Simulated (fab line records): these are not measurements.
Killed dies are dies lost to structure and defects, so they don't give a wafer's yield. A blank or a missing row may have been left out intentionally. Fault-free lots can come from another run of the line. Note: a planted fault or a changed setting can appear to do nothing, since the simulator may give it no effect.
Matching of chambers | flow nand_harc | cmp-04 running NHARC_P_BONDPAD_CMP_19: 4 sister chambers
The step polishes, t overpolish 30 s, cu recess touch 16 s, target thk 160.81 nm. 8 wafers are shown with their chamber, then 7 later ones without.

## WAFERS WITH THEIR CHAMBER
wafer  | chamber | motor_current_A (A) | overpolish_run_s (s)
L256.4 | 3       | 11.1                | 29.994
L267.4 | 2       | 12.8                | 30.007
L267.5 | 3       | 10.2                | 29.993
L267.6 | 0       | 11.6                | 30.005
L271.2 | 2       | 12.8                | 30.009
L271.4 | 0       | 11.4                | 30.003
L275.4 | 1       | 13.8                | 29.986
L275.5 | 1       | 14.6                | 30.012

## WAFERS WITHOUT THEIR CHAMBER
wafer  | motor_current_A (A) | overpolish_run_s (s)
L275.6 | 12.5                | 30.003
L278.1 | 12.0                | 30.004
L278.2 | 11.5                | 29.997
L278.5 | 11.0                | 29.985
L279.1 | 11.3                | 30.005
L279.3 | 12.7                | 29.994
L279.4 | 12.2                | 29.999

## WHICH CHAMBER EACH WENT THROUGH
wafer  | from the rows above          | in truth
L275.6 | can't be placed: 2 or 0      | 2
L278.1 | can't be placed: 0 or 2      | 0
L278.2 | can't be placed: 0 or 3      | 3
L278.5 | can't be placed: 3 or 0      | 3
L279.1 | can't be placed: 0 or 3      | 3
L279.3 | can't be placed: 2 or 0 or 1 | 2
L279.4 | can't be placed: 2 or 0 or 3 | 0
0 of 7 placed correctly. Not placeable from these rows: 7 (in 7, the candidates include the true chamber). 0 placed wrongly.
How it was worked out, from the rows above alone: a wafer's distance from a chamber is the root of the sum, over the readings, of the square of ((its reading less the chamber's mean) divided by the reading's scatter). The wafer belongs to the nearest chamber; if the next one is less than 2 further off, it can't be placed. Each chamber's mean is taken over the wafers shown for it. How the scatter is found: for the shown wafers, subtract from each reading the mean of its chamber, square and add these, divide the total by (wafers less chambers), then take the root.
